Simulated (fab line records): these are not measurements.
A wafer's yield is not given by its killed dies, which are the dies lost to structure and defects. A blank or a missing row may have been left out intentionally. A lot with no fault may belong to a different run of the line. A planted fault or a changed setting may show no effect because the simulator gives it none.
Problem report, 8D (eight disciplines) form, completed by code -- flow nand harc -- the parts of the form that need people (team, actions taken, sign-off) are left out

## 1. THE PROBLEM
At NHARC_A_CONTACT_SOFTBAKE_37, heater power total W averages 194.52 W over 9 wafers from 3 lots, while fault-free wafers read 188.43 W, standard deviation 0.12. That puts it +51 standard deviations away from the usual mean.
The step: time 55 s.
Seen first at day 20 09:00 on litho track-04, wafer L453.2. The record has a number at this step for 42 wafers belonging to 14 lots. The rule behind "out" and "out of limits": a value lying over 4 standard deviations away from the usual mean. Any other wafer with a number is counted as sound.

## 2. WHAT THIS IS AND IS NOT
question,is,is not
which readings at this step,"heater power total W, plate temp C",-
which lots,"L453, L454, L457","L443, L444, L445, L446, L448, L458, L460, L461, L463, L464, L465"
which wafers of those lots,all that have a number,-
read on which tools,litho track-04,"litho track-01, litho track-06"
when,from day 20 09:00,"up to then (15 sound wafers); but 18 sound wafers of L458, L460, L461, L463, L464, L465 came after"

## 3. WHAT RULES OUT EACH SUSPECT
Counting: a tool stays on the suspect list if, at a process step up to the reading, it processed all lots that are out and no sound lot following the first of them.
- cmp-01 at NHARC_A_WL_FILL_CMP_12 (polishes, t overpolish 30 s, target thk 75 nm): ruled out as a lasting fault. Sound lots L461, L464, L465 ran on it after its first lot that is out, L453 (day 20 05:52).
- litho track-04 at NHARC_A_CONTACT_SOFTBAKE_37 (time 55 s): kept. It processed each lot that is out, first L453 at day 20 09:00, and no sound lot thereafter; up to then, the last sound lot it processed was L446 at day 18 11:00. Its own heater power total W, plate temp C readings are out on those wafers.
The count leaves litho track-04 at NHARC_A_CONTACT_SOFTBAKE_37.

## 4. THE CAUSE (what the simulator had put in)
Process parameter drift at NHARC_A_CONTACT_SOFTBAKE_37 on litho track-04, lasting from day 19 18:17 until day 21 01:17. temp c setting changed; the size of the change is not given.
Counting left only this tool.

## 5. THE CHAIN OF EFFECTS, in route order
One row per reading whose mean, taken over the struck wafers that have a number, lies over 3 standard deviations from the usual. Scope: only readings with a usual standard deviation given in the record; hours: median across lots of the time from each lot's start at the first step in this table that gives one to its start at this step; sigmas: change in usual standard deviations.
hours,step,reading,usual,on struck wafers,change,sigmas
0,NHARC_A_CONTACT_SOFTBAKE_37,heater power total W,188.43 W,194.52,+6.09,+51
0,NHARC_A_CONTACT_SOFTBAKE_37,plate temp C,104.98 C,107.56,+2.58,+23
Its process steps:
- NHARC_A_CONTACT_SOFTBAKE_37: time 55 s.
At these later measuring or inspecting steps, every struck wafer for which the step has a row has a number for every such reading, and none has moved that far: NHARC_END_SORT_01.

## 6. WHAT WOULD HAVE CAUGHT IT SOONER
First out-of-limits reading in this record: day 20 09:00, which is 15 hours after fault onset at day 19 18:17.
